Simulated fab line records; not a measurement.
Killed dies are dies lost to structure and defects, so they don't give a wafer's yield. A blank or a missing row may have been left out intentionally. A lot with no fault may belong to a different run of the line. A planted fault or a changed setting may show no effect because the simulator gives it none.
fab line records	flow n5_finfet	part 1 of 2: steps 1 to 4 of 6
[record] lots = 19	wafers = 57	last_day = 17
route steps=1938 shown BEOL_M8@1335 BEOL_M9@1447
lots that met no fault: taken from a fault-free run of the same line
start_h: hours from the record's first day to the start of the lot's first wafer shown	wait_h: hours from the lot's prior step to this one	" repeats the value in the row above	L1.1+2: several wafers, shown together as one row	- no value, or no start given	* or withheld: withheld	< > ~ a bound
route shown NAME@n: names a module that has steps shown in the file, with the first one's number in the route	usual: mean and standard deviation over wafers with no fault	same: alike in all rows	chamber/n: place in a boat	sites: per-site readings	_std_site: standard deviation across them	_edge_site: outer sites' mean less inner sites'	radius_mm: for every site, how far away it sits from the centre of the wafer	mask NAME#n: copy n	behind: the last tool/chamber to shape the wafer	hold: what put the lot on hold/how long, in hours/how the hold closed	device: the n, p or np transistor that did not switch	end of line: the tests these same wafers got at the end of their route	a step with no rows: only its recipe	killed: dies that structure and defects cost at the first sort, which is not the same as the wafer's yield	map: shows each die of a wafer: x if killed, . if not, _ if none is there
set.NAME: the setting the step ran with; set.NAME@STEP: the setting that earlier step ran with	model.NAME: the simulator's own value behind a step, which no gauge read
a sample of lots followed through the steps of the route, with each step as a table and each wafer as a row
services: when a tool's chamber went out of use (start_h, in hours from the record's first day, below 0 if earlier), for how many hours, and the reason
[[steps]]
[step N5_BEOL_M8_PECVD_70]
[recipe] material = SiO2	target_thk_a = 200	temp_c = 400	precursor = TEOS/O2	pressure_torr = 5.5	rf_w = 450	teos_flow_sccm = 53.8	gas = O2	flow_sccm = 3000	time_s = 22.7
[usual] heater_power_w = 703/91	rf_fwd_power_W = 444.9/1.8	showerhead_plenum_p_Torr = 8.80/0.04	throttle_valve_pct = 22.5/1.1
lot.wafer	tool	chamber	start_h	wait_h	heater_power_w	rf_fwd_power_W	showerhead_plenum_p_Torr	throttle_valve_pct
L074.3	pecvd-02	2	186.96	0.0	681	443.2	8.82	21.2
L074.4	"	2	"	"	679	443.1	8.82	21.1
L074.5	"	1	"	"	705	445.2	8.78	23.1
L075.2	pecvd-03	1	207.28	0.0	648	445.2	8.78	22.6
L075.3	"	2	"	"	643	443.4	8.74	21.6
L075.5	"	1	"	"	662	444.8	8.80	22.5
L076.2	pecvd-03	2	209.00	0.0	676	443.7	8.74	21.4
L076.4	"	1	"	"	672	445.8	8.77	22.7
L076.6	"	2	"	"	681	444.6	8.75	21.4
L078.3	pecvd-02	1	213.59	0.0	615	445.5	8.79	23.2
L078.4	"	2	"	"	783	443.7	8.82	21.3
L078.5	"	1	"	"	623	443.4	8.78	23.1
L079.1	pecvd-03	2	224.10	0.0	594	443.2	8.74	21.7
L079.2	"	0	"	"	612	442.1	8.79	22.1
L079.6	"	1	"	"	707	445.3	8.80	22.6
L082.1	pecvd-04	1	232.79	0.0	974	446.3	8.83	23.0
L082.3	"	0	"	"	832	445.4	8.90	23.3
L082.6	"	0	"	"	840	446.5	8.89	23.2
L081.2	pecvd-02	0	240.95	0.0	602	445.3	8.85	25.0
L081.3	"	1	"	"	612	446.1	8.78	23.5
L081.4	"	0	"	"	596	445.5	8.83	25.0
L083.2	pecvd-03	2	241.23	0.0	661	443.0	8.75	21.6
L083.3	"	1	"	"	694	444.5	8.80	22.6
L083.6	"	2	"	"	667	442.9	8.77	21.5
L085.1	pecvd-03	2	256.19	0.0	633	443.6	8.77	21.6
L085.4	"	0	"	"	630	444.9	8.80	22.0
L085.5	"	1	"	"	680	445.3	8.77	22.7
L084.2	pecvd-04	0	256.74	0.0	800	445.1	8.88	23.2
L084.3	"	2	"	"	868	446.1	8.70	22.2
L084.6	"	1	"	"	988	445.8	8.83	22.5
L087.3	pecvd-03	0	274.88	0.0	700	443.5	8.80	21.9
L087.4	"	2	"	"	593	441.7	8.74	21.6
L087.6	"	0	"	"	671	444.9	8.81	21.9
L086.4	pecvd-02	1	277.93	0.1	660	443.5	8.79	23.1
L086.5	"	1	"	"	657	444.2	8.78	23.2
L086.6	"	2	"	"	702	445.7	8.84	21.4
L088.1	pecvd-03	0	285.10	0.0	681	444.6	8.80	21.9
L088.4	"	1	"	"	764	444.1	8.79	22.3
L088.6	"	0	"	"	683	444.6	8.79	22.0
L092.3	pecvd-03	0	303.82	0.0	711	444.9	8.81	21.8
L092.5	"	1	"	"	615	445.4	8.78	22.5
L092.6	"	0	"	"	699	444.6	8.80	22.3
L094.1	pecvd-04	0	307.74	0.0	701	448.1	8.90	23.5
L094.5	"	2	"	"	753	446.2	8.72	22.1
L094.6	"	1	"	"	964	444.9	8.83	22.8
L093.2	pecvd-02	1	311.03	0.0	604	446.9	8.77	23.2
L093.4	"	1	"	"	616	449.0	8.79	23.2
L093.6	"	2	"	"	764	443.1	8.82	21.4
L095.2	pecvd-03	2	314.81	0.0	642	442.2	8.76	21.7
L095.4	"	1	"	"	651	442.8	8.77	22.3
L095.6	"	2	"	"	657	440.3	8.75	21.7
L096.1	pecvd-03	1	323.06	0.0	711	442.6	8.80	22.4
L096.2	"	0	"	"	616	445.5	8.80	21.8
L096.6	"	0	"	"	632	446.5	8.80	21.9
L097.2	pecvd-02	1	340.25	0.0	592	442.8	8.78	23.2
L097.3	"	2	"	"	764	446.3	8.80	21.7
L097.5	"	1	"	"	579	444.7	8.76	23.2
[step N5_BEOL_M8_HM_OPEN_17]
[recipe] chemistry = Cl2/BCl3	target_depth_a = 200	overetch_a = 60	target = TiN	mask_material = SOC	ion_energy_ev = 150	pressure_mtorr = 10	icp_w = 1000	bias_w = 126	Cl2_flow_sccm = 53.25	bcl3_flow_sccm = 21.75	Ar_flow_sccm = 25
[usual] drypump_motor_current_A = 5.4/0.37	mfc_cl2_sccm = 53.24/0.16	oes_product_au = 0.65/0.056	rf_fwd_power_W = 993/3.4	throttle_valve_pct = 22.2/0.33
lot.wafer	tool	chamber	start_h	wait_h	drypump_motor_current_A	mfc_cl2_sccm	oes_product_au	rf_fwd_power_W	rf_hours_counter_h	throttle_valve_pct
L074.3	rie_metal-03	1	188.67	0.1	5.6	53.62	0.76	990	-	22.3
L074.4	"	0	"	"	4.9	53.47	0.57	991	-	22.7
L074.5	"	0	"	"	4.9	53.31	0.57	992	-	22.7
L075.2	rie_metal-02	1	208.90	0.0	5.3	53.26	0.71	987	23	22.0
L075.3	"	1	"	"	5.2	53.38	0.71	988	-	22.1
L075.5	"	1	"	"	5.2	53.30	0.71	986	-	22.0
L076.2	rie_metal-03	1	211.64	0.0	5.6	53.26	0.75	996	15	22.4
L076.4	"	1	"	"	5.6	53.28	0.75	995	-	22.3
L076.6	"	0	"	"	4.9	53.46	0.57	991	-	22.7
L078.3	rie_metal-02	0	214.67	0.1	5.5	53.48	0.65	1002	-	21.6
L078.4	"	1	"	"	5.3	53.53	0.72	990	-	22.0
L078.5	"	1	"	"	5.3	53.55	0.71	992	-	22.0
L079.1	rie_metal-01	1	225.69	0.0	6.1	53.52	0.67	992	33	22.5
L079.2	"	0	"	"	5.3	53.26	0.61	991	68	22.0
L079.6	"	0	"	"	5.2	53.14	0.61	992	-	22.0
L082.1	rie_metal-02	0	234.38	0.0	5.5	53.41	0.63	996	47	21.6
L082.3	"	0	"	"	5.5	53.23	0.63	992	-	21.7
L082.6	"	1	"	"	5.3	53.10	0.70	991	-	22.0
L081.2	rie_metal-03	0	243.15	0.0	4.9	53.05	0.56	991	96	22.8
L081.3	"	1	"	"	5.6	53.02	0.75	997	-	22.3
L081.4	"	0	"	"	4.9	53.34	0.56	992	-	22.7
L083.2	rie_metal-01	1	243.22	0.0	6.1	53.23	0.68	995	34	22.5
L083.3	"	1	"	"	6.1	53.27	0.68	995	-	22.5
L083.6	"	0	"	"	5.3	53.24	0.61	994	-	22.0
L085.1	rie_metal-02	1	258.19	0.0	5.3	53.19	0.70	989	29	22.0
L085.4	"	1	"	"	5.3	52.98	0.70	986	-	22.1
L085.5	"	1	"	"	5.3	53.10	0.70	992	-	22.0
L084.2	rie_metal-02	1	258.54	0.1	5.2	53.33	0.70	992	-	22.1
L084.3	"	1	"	"	5.3	53.15	0.70	988	-	22.0
L084.6	"	1	"	"	5.2	53.21	0.70	991	-	22.0
L087.3	rie_metal-03	1	276.09	0.1	5.5	53.08	0.73	992	-	22.4
L087.4	"	0	"	"	4.9	53.07	0.56	991	-	22.8
L087.6	"	1	"	"	5.6	53.18	0.73	997	-	22.4
L086.4	rie_metal-01	1	278.81	0.1	6.1	53.25	0.66	991	-	22.5
L086.5	"	0	"	"	5.2	53.20	0.61	991	-	22.0
L086.6	"	1	"	"	6.1	53.10	0.67	988	-	22.5
L088.1	rie_metal-01	0	286.32	0.0	5.2	53.43	0.61	993	74	22.0
L088.4	"	0	"	"	5.3	53.39	0.61	992	-	22.0
L088.6	"	1	"	"	6.1	53.17	0.66	993	-	22.5
L092.3	rie_metal-03	0	306.75	0.1	4.9	53.46	0.54	988	-	22.8
L092.5	"	1	"	"	5.6	53.29	0.73	997	-	22.4
L092.6	"	0	"	"	4.9	53.31	0.55	996	-	22.8
L094.1	rie_metal-01	1	309.91	0.0	6.1	53.29	0.65	990	42	22.6
L094.5	"	0	"	"	5.2	53.22	0.60	991	-	22.0
L094.6	"	1	"	"	6.0	53.21	0.66	990	-	22.5
L093.2	rie_metal-02	1	313.35	0.1	5.2	53.33	0.68	990	-	22.1
L093.4	"	1	"	"	5.3	53.06	0.68	991	-	22.1
L093.6	"	1	"	"	5.2	53.01	0.68	992	-	22.1
L095.2	rie_metal-01	0	315.67	0.0	5.3	53.28	0.60	989	77	22.0
L095.4	"	1	"	"	6.1	53.27	0.66	994	-	22.5
L095.6	"	1	"	"	6.0	53.44	0.66	990	-	22.5
L096.1	rie_metal-01	1	324.58	0.0	6.1	53.04	0.64	988	43	22.6
L096.2	"	0	"	"	5.3	53.35	0.60	993	78	22.0
L096.6	"	0	"	"	5.3	53.13	0.59	990	-	22.0
L097.2	rie_metal-02	1	342.45	0.1	5.3	53.29	0.68	989	-	22.1
L097.3	"	1	"	"	5.2	53.63	0.67	988	-	22.1
L097.5	"	1	"	"	5.2	53.34	0.66	991	-	22.1
[step N5_BEOL_M8_STRIP_19]
[recipe] chemistry = O2	power_w = 400	temp_c = 40	pressure_mtorr = 30	rf_frequency_hz = 6e+07	bias_power_w = 0	overash_fraction = 0.2	o2_flow_sccm = 225
[usual] drypump_motor_current_A = 5.9/0.53	oes_product_au = 0.80/0.083	rf_vpp_V = 3.7/0.61	showerhead_plenum_p_Torr = 2.12/0.067	throttle_valve_pct = 16.67/0.29
lot.wafer	tool	chamber	start_h	wait_h	drypump_motor_current_A	oes_product_au	rf_hours_counter_h	rf_vpp_V	showerhead_plenum_p_Torr	throttle_valve_pct
L074.3	rie_diel-04	0	188.75	0.1	6.6	0.70	233	3.6	1.98	16.59
L074.4	"	0	"	"	6.6	0.70	-	2.7	1.98	16.57
L074.5	"	1	"	"	5.7	0.77	-	3.8	2.09	16.89
L075.2	rie_diel-05	2	209.10	0.2	6.6	0.76	162	4.0	2.09	16.71
L075.3	"	3	"	"	5.5	0.77	142	3.7	2.20	16.84
L075.5	"	3	"	"	5.5	0.76	-	3.1	2.20	16.83
L076.2	rie_diel-01	2	211.95	0.3	6.6	0.70	207	3.2	2.09	16.76
L076.4	"	1	"	"	6.6	0.86	67	3.3	2.14	16.97
L076.6	"	0	"	"	5.5	0.87	-	3.4	2.12	16.89
L078.3	rie_diel-01	3	214.75	0.1	5.1	0.70	228	4.2	1.99	16.80
L078.4	"	2	"	"	6.6	0.69	208	5.0	2.09	16.75
L078.5	"	0	"	"	5.4	0.87	-	4.9	2.12	16.91
L079.1	rie_diel-01	1	225.92	0.2	6.6	0.85	73	3.8	2.13	16.99
L079.2	"	0	"	"	5.5	0.86	67	3.1	2.12	16.91
L079.6	"	2	"	"	6.6	0.69	-	3.9	2.08	16.76
L082.1	rie_diel-05	2	234.50	0.1	6.6	0.75	173	3.9	2.09	16.72
L082.3	"	0	"	"	5.6	0.80	108	3.6	2.02	16.53
L082.6	"	2	"	"	6.6	0.75	-	3.3	2.09	16.73
L081.2	rie_diel-05	0	243.27	0.1	5.6	0.80	111	5.5	2.02	16.53
L081.3	"	1	"	"	6.3	0.92	22	4.1	2.15	16.37
L081.4	"	3	"	"	5.5	0.76	154	3.3	2.19	16.86
L083.2	rie_diel-04	1	243.33	0.1	5.7	0.76	157	4.4	2.09	16.94
L083.3	"	2	"	"	5.7	0.90	20	4.0	2.14	16.15
L083.6	"	2	"	"	5.7	0.90	-	3.8	2.14	16.14
L085.1	rie_diel-01	2	258.49	0.3	6.6	0.69	222	3.4	2.08	16.76
L085.4	"	0	"	"	5.4	0.84	80	4.2	2.12	16.94
L085.5	"	0	"	"	5.4	0.84	-	3.2	2.12	16.93
L084.2	rie_diel-05	1	258.72	0.1	6.3	0.92	28	2.9	2.15	16.40
L084.3	"	2	"	"	6.6	0.74	183	4.3	2.09	16.76
L084.6	"	1	"	"	6.3	0.90	-	2.6	2.15	16.39
L087.3	rie_diel-05	0	276.28	0.2	5.6	0.79	120	3.8	2.02	16.54
L087.4	"	3	"	"	5.6	0.74	164	4.1	2.19	16.88
L087.6	"	0	"	"	5.6	0.80	-	3.5	2.02	16.53
L086.4	rie_diel-04	3	278.94	0.1	5.6	0.69	236	3.4	2.15	16.57
L086.5	"	1	"	"	5.7	0.74	-	4.1	2.08	16.95
L086.6	"	0	"	"	6.6	0.97	-	3.5	2.24	16.14
L088.1	rie_diel-04	0	286.43	0.1	6.6	0.96	12	4.0	2.24	16.15
L088.4	"	1	"	"	5.7	0.74	-	2.4	2.08	16.97
L088.6	"	0	"	"	6.6	0.95	-	3.2	2.24	16.13
L092.3	rie_diel-05	2	306.99	0.2	6.6	0.73	198	3.0	2.08	16.77
L092.5	"	3	"	"	5.6	0.74	-	3.6	2.19	16.90
L092.6	"	0	"	"	5.6	0.79	-	5.4	2.01	16.55
L094.1	rie_diel-01	2	310.02	0.1	6.6	0.67	243	3.3	2.07	16.80
L094.5	"	3	"	"	5.1	0.97	-	4.0	2.24	16.35
L094.6	"	0	"	"	5.5	0.81	-	4.2	2.11	16.96
L093.2	rie_diel-05	0	313.52	0.1	5.6	0.78	133	3.0	2.01	16.58
L093.4	"	2	"	"	6.6	0.72	201	3.7	2.08	16.77
L093.6	"	3	"	"	5.6	0.73	-	4.1	2.18	16.90
L095.2	rie_diel-04	2	315.78	0.1	5.8	0.85	47	3.9	2.13	16.19
L095.4	"	0	"	"	6.6	0.93	24	3.6	2.23	16.17
L095.6	"	3	"	"	5.7	0.69	-	3.0	2.15	16.60
L096.1	rie_diel-04	0	324.72	0.1	6.6	0.93	26	3.2	2.23	16.17
L096.2	"	1	"	"	5.7	0.73	187	3.9	2.08	16.98
L096.6	"	1	"	"	5.7	0.73	-	2.1	2.08	16.98
L097.2	rie_diel-01	0	342.62	0.1	5.5	0.82	112	3.4	2.11	16.98
L097.3	"	1	"	"	6.6	0.80	117	3.6	2.12	17.08
L097.5	"	0	"	"	5.5	0.81	-	3.7	2.11	16.98
[step N5_BEOL_M8_ETCH_41]
[recipe] chemistry = CH3F/O2	target = SiCN	target_depth_a = 319	taper_deg = 2	time_s = 57.8	ion_energy_ev = 120	mask_material = TiN	pressure_mtorr = 30	source_w = 395	bias_w = 75	Ar_flow_sccm = 150	CH3F_flow_sccm = 30	O2_flow_sccm = 20
[usual] O2_flow_sccm = 20.00/0.06	drypump_motor_current_A = 6.0/0.54	oes_product_au = 0.79/0.083	rf_fwd_power_W = 391.2/1.5	rf_vpp_V = 297.6/1.4	showerhead_plenum_p_Torr = 2.02/0.06	throttle_valve_pct = 16.35/0.28
lot.wafer	tool	chamber	start_h	wait_h	O2_flow_sccm	drypump_motor_current_A	oes_product_au	rf_fwd_power_W	rf_hours_counter_h	rf_vpp_V	showerhead_plenum_p_Torr	throttle_valve_pct
L074.3	rie_diel-05	3	-	-	19.92	5.5	0.77	392.4	133	297.0	2.10	16.47
L074.4	"	2	"	"	20.00	6.6	0.76	393.5	-	298.3	2.00	16.36
L074.5	"	0	"	"	20.01	5.6	0.82	388.0	-	295.1	1.94	16.18
L075.2	rie_diel-04	1	-	-	20.03	5.7	0.77	390.0	145	296.0	2.00	16.59
L075.3	"	3	"	"	20.11	5.7	0.71	391.2	206	299.3	2.08	16.21
L075.5	"	3	"	"	20.07	5.7	0.71	391.5	-	298.7	2.08	16.21
L076.2	rie_diel-04	1	-	-	20.07	5.7	0.78	389.2	146	297.7	2.00	16.58
L076.4	"	1	"	"	20.00	5.7	0.77	389.2	-	297.4	2.00	16.58
L076.6	"	0	"	"	20.01	6.6	0.68	389.1	-	295.8	1.88	16.21
L078.3	rie_diel-01	0	-	-	19.91	5.4	0.86	392.2	62	297.3	2.03	16.57
L078.4	"	2	"	"	20.01	6.6	0.70	393.1	209	296.1	1.98	16.37
L078.5	"	1	"	"	19.96	6.6	0.85	389.3	-	299.9	2.03	16.61
L079.1	rie_diel-05	3	-	-	20.10	5.5	0.75	392.4	149	297.9	2.10	16.49
L079.2	"	2	"	"	19.92	6.6	0.74	390.2	170	298.8	2.00	16.39
L079.6	"	1	"	"	20.00	6.2	0.93	394.9	-	297.4	2.05	16.00
L082.1	rie_diel-04	2	-	-	20.05	5.8	0.89	391.0	17	299.5	2.04	15.82
L082.3	"	1	"	"	20.00	5.7	0.76	389.5	154	297.7	1.99	16.60
L082.6	"	2	"	"	20.01	5.8	0.90	392.5	-	299.2	2.04	15.80
L081.2	rie_diel-05	0	-	-	19.87	5.6	0.80	391.7	111	295.8	1.93	16.19
L081.3	"	3	"	"	19.87	5.5	0.76	393.3	155	299.0	2.09	16.51
L081.4	"	1	"	"	20.12	6.3	0.91	391.3	23	298.2	2.05	16.03
L083.2	rie_diel-01	1	-	-	20.01	6.6	0.83	390.5	81	298.6	2.03	16.63
L083.3	"	0	"	"	19.90	5.5	0.85	392.9	74	297.5	2.03	16.60
L083.6	"	1	"	"	20.01	6.6	0.83	390.0	-	296.7	2.03	16.64
L085.1	rie_diel-01	1	-	-	19.99	6.6	0.83	388.6	88	297.5	2.03	16.65
L085.4	"	3	"	"	19.93	5.1	0.70	393.5	243	294.9	1.89	16.47
L085.5	"	2	"	"	19.97	6.6	0.68	390.6	-	296.4	1.98	16.40
L084.2	rie_diel-01	3	-	-	20.00	5.1	0.70	393.3	243	294.9	1.90	16.47
L084.3	"	1	"	"	19.91	6.6	0.84	389.2	88	297.1	2.03	16.64
L084.6	"	1	"	"	20.03	6.6	0.83	392.2	-	298.0	2.03	16.65
L087.3	rie_diel-05	0	-	-	19.92	5.6	0.78	392.6	121	295.3	1.93	16.21
L087.4	"	3	"	"	19.93	5.6	0.74	391.5	165	299.6	2.09	16.53
L087.6	"	3	"	"	20.02	5.6	0.75	391.0	-	298.6	2.09	16.52
L086.4	rie_diel-01	0	-	-	20.00	5.5	0.83	391.5	-	297.2	2.02	16.64
L086.5	"	2	"	"	19.94	6.6	0.68	389.9	-	296.0	1.98	16.42
L086.6	"	1	"	"	20.04	6.6	0.83	392.1	-	297.4	2.03	16.64
L088.1	rie_diel-01	1	-	-	19.98	6.6	0.83	389.4	96	297.8	2.03	16.66
L088.4	"	1	"	"	20.08	6.6	0.82	390.6	-	296.4	2.03	16.66
L088.6	"	2	"	"	20.03	6.6	0.68	391.3	-	297.1	1.98	16.42
L092.3	rie_diel-01	3	-	-	19.97	5.1	0.99	389.8	3	299.3	2.14	16.00
L092.5	"	2	"	"	19.97	6.6	0.68	391.9	-	295.5	1.97	16.44
L092.6	"	1	"	"	19.99	6.6	0.82	388.5	-	298.3	2.02	16.67
L094.1	rie_diel-01	3	-	-	19.97	5.1	0.98	389.9	4	300.0	2.14	16.00
L094.5	"	1	"	"	19.86	6.6	0.81	389.2	-	296.8	2.02	16.68
L094.6	"	2	"	"	20.04	6.6	0.67	390.3	-	297.7	1.97	16.44
L093.2	rie_diel-04	0	-	-	20.09	6.6	0.92	389.6	24	300.0	2.12	15.77
L093.4	"	3	"	"	19.97	5.6	0.69	391.8	249	298.6	2.06	16.28
L093.6	"	2	"	"	20.07	5.7	0.83	390.0	-	299.9	2.03	15.85
L095.2	rie_diel-05	0	-	-	19.99	5.6	0.78	392.0	134	297.0	1.92	16.26
L095.4	"	3	"	"	20.00	5.5	0.74	391.6	179	299.4	2.09	16.56
L095.6	"	1	"	"	20.06	6.3	0.87	393.5	-	297.3	2.04	16.07
L096.1	rie_diel-04	1	-	-	19.99	5.7	0.73	390.8	188	297.7	1.98	16.66
L096.2	"	0	"	"	20.02	6.6	0.91	392.5	27	299.9	2.12	15.78
L096.6	"	2	"	"	19.96	5.8	0.83	390.2	-	297.8	2.03	15.84
L097.2	rie_diel-04	1	-	-	19.96	5.7	0.72	394.2	196	297.3	1.98	16.66
L097.3	"	2	"	"	19.93	5.8	0.81	392.2	59	297.9	2.03	15.88
L097.5	"	0	"	"	20.08	6.6	0.89	392.4	-	301.5	2.12	15.80
